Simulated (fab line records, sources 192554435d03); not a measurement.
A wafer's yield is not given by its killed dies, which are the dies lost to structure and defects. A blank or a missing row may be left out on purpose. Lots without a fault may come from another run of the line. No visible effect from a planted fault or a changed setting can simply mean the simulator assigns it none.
Matching of chambers | flow n5Finfet | N5_MOL_CONTACT_COAG_ALD_131 on aldSin-03: 4 sister chambers
The step deposits SiO2, target thk 5 nm, pulse time 1 s, co reactant pulse time 1 s. 4 wafers are shown with their chamber, then 9 later ones without.

WAFERS PAIRED WITH THEIR CHAMBERS
wafer  | chamber | heaterPowerW (W)
L081.4 | 1       | 59
L090.1 | 2       | 76
L090.5 | 3       | 77
L090.6 | 0       | 85

WAFERS WITHOUT THEIR CHAMBER
wafer  | heaterPowerW (W)
L091.1 | 78
L091.5 | 60
L091.6 | 87
L092.1 | 61
L092.3 | 86
L092.4 | 77
L093.2 | 78
L093.4 | 62
L093.5 | 80

WHICH CHAMBER EACH WENT THROUGH
wafer  | from the rows above          | in truth
L091.1 | can't be placed: 3 or 2      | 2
L091.5 | 1                            | 1
L091.6 | 0                            | 0
L092.1 | 1                            | 1
L092.3 | 0                            | 0
L092.4 | can't be placed: 3 or 2      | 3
L093.2 | can't be placed: 3 or 2      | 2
L093.4 | 1                            | 1
L093.5 | can't be placed: 3 or 2 or 0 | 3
5 of 9 placed correctly. Cannot be placed on the basis of these rows: 4; the candidates contain the true chamber in 4. Number placed wrongly: 0.
How it was worked out, from the rows above alone: a wafer's distance from a chamber is the root of the sum, over the readings, of the square of ((its reading less the chamber's mean) divided by the reading's scatter). If the next closest chamber is less than 2 further off than the closest, the wafer can't be placed; otherwise it belongs to the closest. The mean given for a chamber averages the wafers shown for that chamber. The scatter: root of mean squared gap, hidden wafer to nearest shown wafer, with one shown wafer a chamber.
